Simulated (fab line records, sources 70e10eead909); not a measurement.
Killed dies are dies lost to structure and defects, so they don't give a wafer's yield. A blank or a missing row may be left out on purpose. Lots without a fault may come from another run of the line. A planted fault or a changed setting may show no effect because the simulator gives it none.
Which tool did it? | flow nand_harc | 12 lots, 36 wafers sampled, at 5 steps of a route of 1302

WHAT THE GAUGES READ, wafer by wafer
NHARC_END_SORT_01. Usual: killed_at_array 58, standard deviation 22; killed_at_other 1.0, standard deviation 1.3; killed_at_periphery 5, standard deviation 3.4; killed_dies 64, standard deviation 22; killed_open 3.6, standard deviation 1.8; killed_short 2.4, standard deviation 1.7.
lot  | measured     | on        | killed_at_array | killed_at_other | killed_at_periphery | killed_dies | killed_open | killed_short | flag
L214 | day 25 17:38 | prober-01 | 36 662 27       | 4 2 5           | 9 13 9              | 49 677 41   | 5 2 2       | 3 2 3        | OFF
L225 | day 30 09:10 | prober-02 | 79 65 86        | 3 1 0           | 3 10 8              | 85 76 94    | 1 3 5       | 3 6 5        |
L224 | day 30 07:26 | prober-01 | 41 50 48        | 0 0 1           | 5 2 1               | 46 52 50    | 7 4 1       | 6 2 8        |
L230 | day 33 04:06 | prober-01 | 88 78 66        | 3 0 0           | 2 0 7               | 93 78 73    | 6 1 7       | 6 5 3        |

WHICH TOOL RAN EACH LOT (tool, then ch and the chambers of the sampled wafers, then the start)
lot  | NHARC_A_STAIRCASE_TRIM_198                    | NHARC_A_STAIRCASE_ETCH_203                    | NHARC_A_STAIRCASE_ETCH_232                    | NHARC_A_STAIRCASE_TRIM_233
L210 | rie_diel-02 ch 0,2,3, day 16 10:59 or earlier | rie_diel-02 ch 2,3, day 16 10:59 or earlier   | rie_diel-01 ch 2,3, day 16 10:59 or earlier   | rie_diel-01 ch 0,2, day 16 10:59
L211 | rie_diel-10 ch 1,3, day 16 13:43 or earlier   | rie_diel-10 ch 2,3, day 16 13:43 or earlier   | rie_diel-10 ch 1,2,3, day 16 13:43 or earlier | rie_diel-10 ch 2,3, day 16 13:43
L212 | rie_diel-02 ch 1,2, day 17 06:28 or earlier   | rie_diel-02 ch 1,2,3, day 17 06:28 or earlier | rie_diel-10 ch 0,1,2, day 17 06:28 or earlier | rie_diel-10 ch 1,2, day 17 06:28
L214 | rie_diel-01 ch 1,2, day 17 16:14 or earlier   | rie_diel-01 ch 0,1,3, day 17 16:14 or earlier | rie_diel-10 ch 1,2, day 17 16:14 or earlier   | rie_diel-10 ch 0,1,3, day 17 16:14
L225 | rie_diel-02 ch 2,3, day 22 03:42 or earlier   | rie_diel-02 ch 0,3, day 22 03:42 or earlier   | rie_diel-01 ch 0,1,2, day 22 03:42 or earlier | rie_diel-01 ch 0,1,2, day 22 03:42
L224 | rie_diel-02 ch 0,2,3, day 22 05:48 or earlier | rie_diel-02 ch 0,1, day 22 05:48 or earlier   | rie_diel-01 ch 1,2,3, day 22 05:48 or earlier | rie_diel-01 ch 1,2,3, day 22 05:48
L228 | rie_diel-10 ch 0,1,3, day 23 19:55 or earlier | rie_diel-10 ch 2,3, day 23 19:55 or earlier   | rie_diel-02 ch 0,1,3, day 23 19:55 or earlier | rie_diel-02 ch 0,1,3, day 23 19:55
L229 | rie_diel-02 ch 0,1,3, day 23 20:49 or earlier | rie_diel-02 ch 0,1,2, day 23 20:49 or earlier | rie_diel-01 ch 0,1,2, day 23 20:49 or earlier | rie_diel-01 ch 0,2, day 23 20:49
L231 | rie_diel-10 ch 0,1,2, day 24 23:52 or earlier | rie_diel-10 ch 1,2,3, day 24 23:52 or earlier | rie_diel-10 ch 0,1,3, day 24 23:52 or earlier | rie_diel-10 ch 1,2,3, day 24 23:52
L230 | rie_diel-10 ch 0,1,2, day 24 23:25 or earlier | rie_diel-10 ch 0,1,2, day 24 23:25 or earlier | rie_diel-01 ch 1,2,3, day 24 23:25 or earlier | rie_diel-01 ch 2,3, day 24 23:25
L233 | rie_diel-10 ch 1,2,3, day 25 10:18 or earlier | rie_diel-10 ch 0,2, day 25 10:18 or earlier   | rie_diel-02 ch 2,3, day 25 10:18 or earlier   | rie_diel-02 ch 1,2, day 25 10:18
L232 | rie_diel-02 ch 0,2, day 25 09:56 or earlier   | rie_diel-02 ch 0,1,2, day 25 09:56 or earlier | rie_diel-02 ch 1,2,3, day 25 09:56 or earlier | rie_diel-02 ch 2,3, day 25 09:56
- NHARC_A_STAIRCASE_TRIM_198: chemistry O2, time 211.2 s.
- NHARC_A_STAIRCASE_ETCH_203: etches the open film in C4F8/O2, target depth 100 nm, time 40.5 s.
- NHARC_A_STAIRCASE_ETCH_232: etches the open film in C4F8/O2, target depth 100 nm, time 40.5 s.
- NHARC_A_STAIRCASE_TRIM_233: chemistry O2, time 211.2 s.

WHAT THE TOOLS THEMSELVES READ (means of the sampled wafers that have a number; where no wafer has one, the mark that the record gives instead)
NHARC_A_STAIRCASE_TRIM_198. Usual: drypump_motor_current_A 5.8 A, standard deviation 0.34; oes_product_au 1.009 a.u., standard deviation 0.012; rf_vpp_V 57.9 V, standard deviation 0.87; run_length_s 232.2 s, standard deviation 0.45; showerhead_plenum_p_Torr 3.57 Torr, standard deviation 0.16; throttle_valve_pct 17.036 %, standard deviation 0.0091.
lot  | tool        | drypump_motor_current_A (A) | oes_product_au (a.u.) | rf_vpp_V (V) | run_length_s (s) | showerhead_plenum_p_Torr (Torr) | throttle_valve_pct (%) | flag
L210 | rie_diel-02 | 5.9                         | 1.003                 | 58.2         | 231.9            | 3.52                            | 17.036                 |
L211 | rie_diel-10 | 5.8                         | 1.013                 | 58.0         | 231.9            | 3.58                            | 17.042                 |
L212 | rie_diel-02 | 6.2                         | 1.006                 | 58.0         | 232.3            | 3.47                            | 17.033                 |
L214 | rie_diel-01 | 6.0                         | 0.998                 | 58.6         | 232.4            | 3.67                            | 17.041                 |
L225 | rie_diel-02 | 5.7                         | 0.993                 | 58.0         | 231.8            | 3.61                            | 17.044                 |
L224 | rie_diel-02 | 5.9                         | 0.999                 | 57.5         | 232.1            | 3.50                            | 17.045                 |
L228 | rie_diel-10 | 5.7                         | 1.007                 | 57.2         | 231.9            | 3.63                            | 17.029                 |
L229 | rie_diel-02 | 5.9                         | 1.003                 | 58.3         | 232.2            | 3.56                            | 17.031                 |
L231 | rie_diel-10 | 5.5                         | 1.021                 | 58.0         | 232.0            | 3.68                            | 17.037                 |
L230 | rie_diel-10 | 5.6                         | 1.021                 | 58.6         | 232.0            | 3.68                            | 17.037                 |
L233 | rie_diel-10 | 5.7                         | 1.011                 | 57.9         | 232.0            | 3.64                            | 17.038                 |
L232 | rie_diel-02 | 6.1                         | 1.018                 | 58.2         | 232.0            | 3.38                            | 17.029                 |

NHARC_A_STAIRCASE_ETCH_203. Usual: oes_product_au 0.951 a.u., standard deviation 0.013; rf_vpp_V 897 V, standard deviation 5.9.
lot  | tool        | oes_product_au (a.u.) | rf_vpp_V (V) | flag
L210 | rie_diel-02 | 0.965                 | 894          |
L211 | rie_diel-10 | 0.944                 | 895          |
L212 | rie_diel-02 | 0.947                 | 896          |
L214 | rie_diel-01 | 0.940                 | 898          |
L225 | rie_diel-02 | 0.941                 | 901          |
L224 | rie_diel-02 | 0.957                 | 894          |
L228 | rie_diel-10 | 0.964                 | 902          |
L229 | rie_diel-02 | 0.959                 | 892          |
L231 | rie_diel-10 | 0.949                 | 899          |
L230 | rie_diel-10 | 0.967                 | 902          |
L233 | rie_diel-10 | 0.956                 | 904          |
L232 | rie_diel-02 | 0.951                 | 892          |

NHARC_A_STAIRCASE_ETCH_232. Usual: oes_product_au 0.950 a.u., standard deviation 0.014; rf_vpp_V 898 V, standard deviation 5.8.
lot  | tool        | oes_product_au (a.u.) | rf_vpp_V (V) | flag
L210 | rie_diel-01 | 0.954                 | 904          |
L211 | rie_diel-10 | 0.962                 | 895          |
L212 | rie_diel-10 | 0.958                 | 896          |
L214 | rie_diel-10 | 0.946                 | 890          |
L225 | rie_diel-01 | 0.949                 | 897          |
L224 | rie_diel-01 | 0.951                 | 900          |
L228 | rie_diel-02 | 0.957                 | 896          |
L229 | rie_diel-01 | 0.943                 | 897          |
L231 | rie_diel-10 | 0.945                 | 899          |
L230 | rie_diel-01 | 0.943                 | 899          |
L233 | rie_diel-02 | 0.954                 | 893          |
L232 | rie_diel-02 | 0.937                 | 896          |

NHARC_A_STAIRCASE_TRIM_233. Usual: drypump_motor_current_A 5.8 A, standard deviation 0.4; oes_product_au 1.006 a.u., standard deviation 0.011; rf_vpp_V 57.9 V, standard deviation 0.83; run_length_s 232.4 s, standard deviation 0.52; showerhead_plenum_p_Torr 3.58 Torr, standard deviation 0.16; throttle_valve_pct 17.037 %, standard deviation 0.0094.
lot  | tool        | drypump_motor_current_A (A) | oes_product_au (a.u.) | rf_vpp_V (V) | run_length_s (s) | showerhead_plenum_p_Torr (Torr) | throttle_valve_pct (%) | flag
L210 | rie_diel-01 | 5.1                         | 0.986                 | 58.3         | 232.7            | 3.62                            | 17.048                 |
L211 | rie_diel-10 | 5.6                         | 1.004                 | 57.3         | 232.6            | 3.41                            | 17.043                 |
L212 | rie_diel-10 | 5.5                         | 1.010                 | 58.4         | 232.0            | 3.38                            | 17.043                 |
L214 | rie_diel-10 | 5.8                         | 1.007                 | 57.9         | 208.5            | 3.65                            | 17.037                 | OFF
L225 | rie_diel-01 | 5.5                         | 1.002                 | 58.0         | 232.5            | 3.57                            | 17.043                 |
L224 | rie_diel-01 | 5.9                         | 0.997                 | 58.3         | 232.7            | 3.65                            | 17.033                 |
L228 | rie_diel-02 | 6.0                         | 0.998                 | 57.5         | 232.4            | 3.56                            | 17.040                 |
L229 | rie_diel-01 | 5.5                         | 0.998                 | 57.6         | 232.4            | 3.66                            | 17.031                 |
L231 | rie_diel-10 | 5.7                         | 1.013                 | 57.6         | 232.2            | 3.64                            | 17.034                 |
L230 | rie_diel-01 | 5.8                         | 0.985                 | 58.2         | 232.4            | 3.73                            | 17.043                 |
L233 | rie_diel-02 | 6.2                         | 1.003                 | 57.7         | 232.4            | 3.44                            | 17.031                 |
L232 | rie_diel-02 | 5.7                         | 0.999                 | 57.4         | 232.1            | 3.60                            | 17.033                 |

THE ANSWER, worked out from the rows above alone
Rule: a lot is off if the mean of its wafers that have a number lies more than 3 standard deviations from the usual mean. A lot without any number at a reading at which 4 lots or more have one is off too. The other lots that the step has rows for count as sound. The gauges are gone through in route order, then the tools' own readings, and for those a lot's mean is taken as printed above. The first step at which some lot is off is used, and at that step the reading that is off furthest; a lot without a number counts as furthest.
Off: L214, at NHARC_END_SORT_01 (killed_dies). Neither off nor sound, because the step has no rows for them: L210, L211, L212, L228, L229, L231, L233, L232.
A tool fits if, at a process step before that reading, it ran every lot that is off, and no sound lot after the first of them. The gauges at NHARC_END_SORT_01 aren't tried: what is off there is off at NHARC_A_STAIRCASE_TRIM_233 too, on other tools, and a gauge's error can't cause that. NHARC_A_STAIRCASE_TRIM_198 gives no start for some lots, so the hours and the order of its lots are those of NHARC_A_STAIRCASE_TRIM_233. NHARC_A_STAIRCASE_ETCH_203 gives no start for some lots, so the hours and the order of its lots are those of NHARC_A_STAIRCASE_TRIM_233. NHARC_A_STAIRCASE_ETCH_232 gives no start for some lots, so the hours and the order of its lots are those of NHARC_A_STAIRCASE_TRIM_233. Can't be told from this: 2 tools fit, rie_diel-01 at NHARC_A_STAIRCASE_TRIM_198 and NHARC_A_STAIRCASE_ETCH_203, rie_diel-10 at NHARC_A_STAIRCASE_ETCH_232 and NHARC_A_STAIRCASE_TRIM_233.

WHAT THE SIMULATOR HAD PUT IN
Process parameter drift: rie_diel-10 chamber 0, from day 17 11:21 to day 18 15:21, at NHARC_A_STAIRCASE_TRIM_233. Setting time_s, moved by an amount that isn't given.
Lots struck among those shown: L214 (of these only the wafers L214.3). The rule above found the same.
